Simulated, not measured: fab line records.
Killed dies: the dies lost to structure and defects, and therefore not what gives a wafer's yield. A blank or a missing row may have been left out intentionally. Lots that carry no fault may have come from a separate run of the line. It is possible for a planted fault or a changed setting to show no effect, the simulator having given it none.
Which tool did it? || flow nand-harc || 39 wafers from 13 lots sampled at 5 of the route's 1302 steps

WHAT THE GAUGES SHOWED, per wafer
NHARC_END_SORT_01. Usual: killed-at-array 55, standard deviation 17; killed-at-other 0.9, standard deviation 1.2; killed-at-periphery 3.7, standard deviation 2.5; killed-dies 59, standard deviation 18; killed-open 3.4, standard deviation 1.9; killed-short 2.6, standard deviation 1.6.
{"lot": "L826", "measured": "day 27 16:14", "on": "prober-01", "killed-at-array": "75 81 75", "killed-at-other": "1 0 0", "killed-at-periphery": "2 0 2", "killed-dies": "78 81 77", "killed-open": "2 2 2", "killed-short": "1 3 2", "flag": ""}
{"lot": "L837", "measured": "day 31 11:29", "on": "prober-02", "killed-at-array": "107 54 50", "killed-at-other": "0 0 0", "killed-at-periphery": "4 4 4", "killed-dies": "111 58 54", "killed-open": "6 2 4", "killed-short": "2 6 4", "flag": ""}

TOOL THAT RAN EACH LOT (tool first, then ch and the chambers of the sampled wafers, then the start)
{"lot": "L819", "NHARC_A_STAIRCASE_STRIP_148": "wet-bench-06 ch 3,5,6, day 15 12:20", "NHARC_THIN_TSV_STRIP_45": "plasma-asher-02 ch 0,1, day 23 12:40", "NHARC_THIN_TSV_ETCHBACK_48": "rie-diel-08 ch 1,2,3, day 23 13:55", "NHARC_THIN_TSV_PRE_CLEAN_50": "pvd-sputter-03, no start"}
{"lot": "L820", "NHARC_A_STAIRCASE_STRIP_148": "wet-bench-09 ch 1,3,4, day 16 06:08", "NHARC_THIN_TSV_STRIP_45": "plasma-asher-01 ch 0,1, day 24 07:52", "NHARC_THIN_TSV_ETCHBACK_48": "rie-diel-08 ch 0,1,2, day 24 09:08", "NHARC_THIN_TSV_PRE_CLEAN_50": "pvd-sputter-01, no start"}
{"lot": "L821", "NHARC_A_STAIRCASE_STRIP_148": "wet-bench-04 ch 2,3,4, day 16 07:11", "NHARC_THIN_TSV_STRIP_45": "plasma-asher-01 ch 0,1, day 24 06:36", "NHARC_THIN_TSV_ETCHBACK_48": "rie-diel-10 ch 0,1,2, day 24 07:50", "NHARC_THIN_TSV_PRE_CLEAN_50": "pvd-sputter-03, no start"}
{"lot": "L822", "NHARC_A_STAIRCASE_STRIP_148": "wet-bench-06 ch 0,5,6, day 17 06:01", "NHARC_THIN_TSV_STRIP_45": "plasma-asher-01 ch 0,1, day 26 07:34", "NHARC_THIN_TSV_ETCHBACK_48": "rie-diel-10 ch 0,2, day 26 08:46", "NHARC_THIN_TSV_PRE_CLEAN_50": "pvd-sputter-02, no start"}
{"lot": "L823", "NHARC_A_STAIRCASE_STRIP_148": "wet-bench-04 ch 3,4,5, day 17 06:19", "NHARC_THIN_TSV_STRIP_45": "plasma-asher-01 ch 0,1, day 26 10:12", "NHARC_THIN_TSV_ETCHBACK_48": "rie-diel-09 ch 0,2,3, day 26 11:25", "NHARC_THIN_TSV_PRE_CLEAN_50": "pvd-sputter-03, no start"}
{"lot": "L826", "NHARC_A_STAIRCASE_STRIP_148": "wet-bench-09 ch 1,6,7, day 18 16:20", "NHARC_THIN_TSV_STRIP_45": "plasma-asher-01 ch 1, day 26 16:51", "NHARC_THIN_TSV_ETCHBACK_48": "rie-diel-09 ch 0,1,2, day 26 18:02", "NHARC_THIN_TSV_PRE_CLEAN_50": "pvd-sputter-01, day 27 16:14 or earlier"}
{"lot": "L825", "NHARC_A_STAIRCASE_STRIP_148": "wet-bench-09 ch 1,3,5, day 18 18:50", "NHARC_THIN_TSV_STRIP_45": "plasma-asher-01 ch 0,1, day 26 19:44", "NHARC_THIN_TSV_ETCHBACK_48": "rie-diel-08 ch 0,1,2, day 26 20:59", "NHARC_THIN_TSV_PRE_CLEAN_50": "pvd-sputter-02, no start"}
{"lot": "L827", "NHARC_A_STAIRCASE_STRIP_148": "wet-bench-09 ch 0,1,2, day 18 22:13", "NHARC_THIN_TSV_STRIP_45": "plasma-asher-01 ch 0,1, day 26 15:28", "NHARC_THIN_TSV_ETCHBACK_48": "rie-diel-10 ch 1,2,3, day 26 16:43", "NHARC_THIN_TSV_PRE_CLEAN_50": "pvd-sputter-01, no start"}
{"lot": "L829", "NHARC_A_STAIRCASE_STRIP_148": "wet-bench-04 ch 4,5,6, day 19 23:23", "NHARC_THIN_TSV_STRIP_45": "plasma-asher-02 ch 0,1, day 28 02:32", "NHARC_THIN_TSV_ETCHBACK_48": "rie-diel-10 ch 0,1,3, day 28 03:46", "NHARC_THIN_TSV_PRE_CLEAN_50": "pvd-sputter-02, no start"}
{"lot": "L837", "NHARC_A_STAIRCASE_STRIP_148": "wet-bench-04 ch 3,4,5, day 23 03:26", "NHARC_THIN_TSV_STRIP_45": "plasma-asher-02 ch 0,1, day 31 00:17", "NHARC_THIN_TSV_ETCHBACK_48": "rie-diel-08 ch 0,1,3, day 31 01:32", "NHARC_THIN_TSV_PRE_CLEAN_50": "pvd-sputter-03, day 31 11:29 or earlier"}
{"lot": "L839", "NHARC_A_STAIRCASE_STRIP_148": "wet-bench-09 ch 0,6,7, day 24 09:05", "NHARC_THIN_TSV_STRIP_45": "plasma-asher-01 ch 0,1, day 31 18:26", "NHARC_THIN_TSV_ETCHBACK_48": "rie-diel-08 ch 1,2,3, day 31 19:38", "NHARC_THIN_TSV_PRE_CLEAN_50": "pvd-sputter-02, no start"}
{"lot": "L841", "NHARC_A_STAIRCASE_STRIP_148": "wet-bench-06 ch 2,6,7, day 24 21:00", "NHARC_THIN_TSV_STRIP_45": "plasma-asher-01 ch 0,1, day 32 20:46", "NHARC_THIN_TSV_ETCHBACK_48": "rie-diel-09 ch 1,2, day 32 21:49", "NHARC_THIN_TSV_PRE_CLEAN_50": "pvd-sputter-03, no start"}
{"lot": "L842", "NHARC_A_STAIRCASE_STRIP_148": "wet-bench-09 ch 2,6,7, day 25 09:31", "NHARC_THIN_TSV_STRIP_45": "plasma-asher-01 ch 0,1, day 33 17:54", "NHARC_THIN_TSV_ETCHBACK_48": "rie-diel-10 ch 0,1,3, day 33 19:03", "NHARC_THIN_TSV_PRE_CLEAN_50": "pvd-sputter-01, no start"}
- NHARC_A_STAIRCASE_STRIP_148: strips in SPM, time 900 s.
- NHARC_THIN_TSV_STRIP_45: strips in O2.
- NHARC_THIN_TSV_ETCHBACK_48: etches the open film in C4F8/Ar, target depth 1028.5 nm, time 405.17 s.
- NHARC_THIN_TSV_PRE_CLEAN_50: time 30 s.

AS READ BY THE TOOLS THEMSELVES (means over the sampled wafers that have a number; for cases with no such wafer, the mark the record gives instead)
NHARC_THIN_TSV_STRIP_45. Usual: drypump-motor-current-A 5.6 A, standard deviation 0.39; heater-power-w 325 W, standard deviation 29.
{"lot": "L819", "tool": "plasma-asher-02", "drypump-motor-current-A (A)": 5.9, "heater-power-w (W)": 314, "flag": ""}
{"lot": "L820", "tool": "plasma-asher-01", "drypump-motor-current-A (A)": 5.2, "heater-power-w (W)": 318, "flag": ""}
{"lot": "L821", "tool": "plasma-asher-01", "drypump-motor-current-A (A)": 5.2, "heater-power-w (W)": 328, "flag": ""}
{"lot": "L822", "tool": "plasma-asher-01", "drypump-motor-current-A (A)": 5.2, "heater-power-w (W)": 330, "flag": ""}
{"lot": "L823", "tool": "plasma-asher-01", "drypump-motor-current-A (A)": 5.2, "heater-power-w (W)": 320, "flag": ""}
{"lot": "L826", "tool": "plasma-asher-01", "drypump-motor-current-A (A)": 5.2, "heater-power-w (W)": 306, "flag": ""}
{"lot": "L825", "tool": "plasma-asher-01", "drypump-motor-current-A (A)": 5.2, "heater-power-w (W)": 317, "flag": ""}
{"lot": "L827", "tool": "plasma-asher-01", "drypump-motor-current-A (A)": 5.2, "heater-power-w (W)": 320, "flag": ""}
{"lot": "L829", "tool": "plasma-asher-02", "drypump-motor-current-A (A)": 6.0, "heater-power-w (W)": 336, "flag": ""}
{"lot": "L837", "tool": "plasma-asher-02", "drypump-motor-current-A (A)": 5.9, "heater-power-w (W)": 311, "flag": ""}
{"lot": "L839", "tool": "plasma-asher-01", "drypump-motor-current-A (A)": 5.2, "heater-power-w (W)": 323, "flag": ""}
{"lot": "L841", "tool": "plasma-asher-01", "drypump-motor-current-A (A)": 5.2, "heater-power-w (W)": 319, "flag": ""}
{"lot": "L842", "tool": "plasma-asher-01", "drypump-motor-current-A (A)": 5.2, "heater-power-w (W)": 334, "flag": ""}

NHARC_THIN_TSV_ETCHBACK_48. Usual: oes-product-au 0.944 a.u., standard deviation 0.029; rf-vpp-V 545.2 V, standard deviation 2.6.
{"lot": "L819", "tool": "rie-diel-08", "oes-product-au (a.u.)": 0.922, "rf-vpp-V (V)": 545.3, "flag": ""}
{"lot": "L820", "tool": "rie-diel-08", "oes-product-au (a.u.)": 0.990, "rf-vpp-V (V)": 544.4, "flag": ""}
{"lot": "L821", "tool": "rie-diel-10", "oes-product-au (a.u.)": 0.923, "rf-vpp-V (V)": 545.7, "flag": ""}
{"lot": "L822", "tool": "rie-diel-10", "oes-product-au (a.u.)": 0.974, "rf-vpp-V (V)": 547.5, "flag": ""}
{"lot": "L823", "tool": "rie-diel-09", "oes-product-au (a.u.)": 0.939, "rf-vpp-V (V)": 544.0, "flag": ""}
{"lot": "L826", "tool": "rie-diel-09", "oes-product-au (a.u.)": 0.931, "rf-vpp-V (V)": 545.0, "flag": ""}
{"lot": "L825", "tool": "rie-diel-08", "oes-product-au (a.u.)": 0.990, "rf-vpp-V (V)": 544.3, "flag": ""}
{"lot": "L827", "tool": "rie-diel-10", "oes-product-au (a.u.)": 0.964, "rf-vpp-V (V)": 545.2, "flag": ""}
{"lot": "L829", "tool": "rie-diel-10", "oes-product-au (a.u.)": 0.937, "rf-vpp-V (V)": 546.4, "flag": ""}
{"lot": "L837", "tool": "rie-diel-08", "oes-product-au (a.u.)": 0.913, "rf-vpp-V (V)": 544.9, "flag": ""}
{"lot": "L839", "tool": "rie-diel-08", "oes-product-au (a.u.)": 0.994, "rf-vpp-V (V)": 544.5, "flag": ""}
{"lot": "L841", "tool": "rie-diel-09", "oes-product-au (a.u.)": 0.925, "rf-vpp-V (V)": 548.9, "flag": ""}
{"lot": "L842", "tool": "rie-diel-10", "oes-product-au (a.u.)": 1.006, "rf-vpp-V (V)": 547.0, "flag": ""}

NHARC_THIN_TSV_PRE_CLEAN_50. Usual: heater-power-w reads 412 W (standard deviation 33).
{"lot": "L819", "tool": "pvd-sputter-03", "heater-power-w (W)": 435, "flag": ""}
{"lot": "L820", "tool": "pvd-sputter-01", "heater-power-w (W)": 407, "flag": ""}
{"lot": "L821", "tool": "pvd-sputter-03", "heater-power-w (W)": 422, "flag": ""}
{"lot": "L822", "tool": "pvd-sputter-02", "heater-power-w (W)": 424, "flag": ""}
{"lot": "L823", "tool": "pvd-sputter-03", "heater-power-w (W)": 432, "flag": ""}
{"lot": "L826", "tool": "pvd-sputter-01", "heater-power-w (W)": 401, "flag": ""}
{"lot": "L825", "tool": "pvd-sputter-02", "heater-power-w (W)": 385, "flag": ""}
{"lot": "L827", "tool": "pvd-sputter-01", "heater-power-w (W)": 415, "flag": ""}
{"lot": "L829", "tool": "pvd-sputter-02", "heater-power-w (W)": 399, "flag": ""}
{"lot": "L837", "tool": "pvd-sputter-03", "heater-power-w (W)": 410, "flag": ""}
{"lot": "L839", "tool": "pvd-sputter-02", "heater-power-w (W)": 383, "flag": ""}
{"lot": "L841", "tool": "pvd-sputter-03", "heater-power-w (W)": 424, "flag": ""}
{"lot": "L842", "tool": "pvd-sputter-01", "heater-power-w (W)": 388, "flag": ""}

THE ANSWER, worked out from the rows above alone
Rule: a lot counts as off when the mean over its wafers that have a number is more than 3 standard deviations away from the usual mean. Also off: a lot with no number at a reading for which 4 or more lots have one. The other lots that the step has rows for count as sound. Order of review: gauges by route order, followed by the tools' own readings, for which a lot's mean as printed above is used. At the first step where some lot is off, the reading lying furthest off is the one used; lots without a number count as furthest.
None of the lots is off at any reading shown; this tells nothing.

WHAT THE SIMULATOR PUT IN
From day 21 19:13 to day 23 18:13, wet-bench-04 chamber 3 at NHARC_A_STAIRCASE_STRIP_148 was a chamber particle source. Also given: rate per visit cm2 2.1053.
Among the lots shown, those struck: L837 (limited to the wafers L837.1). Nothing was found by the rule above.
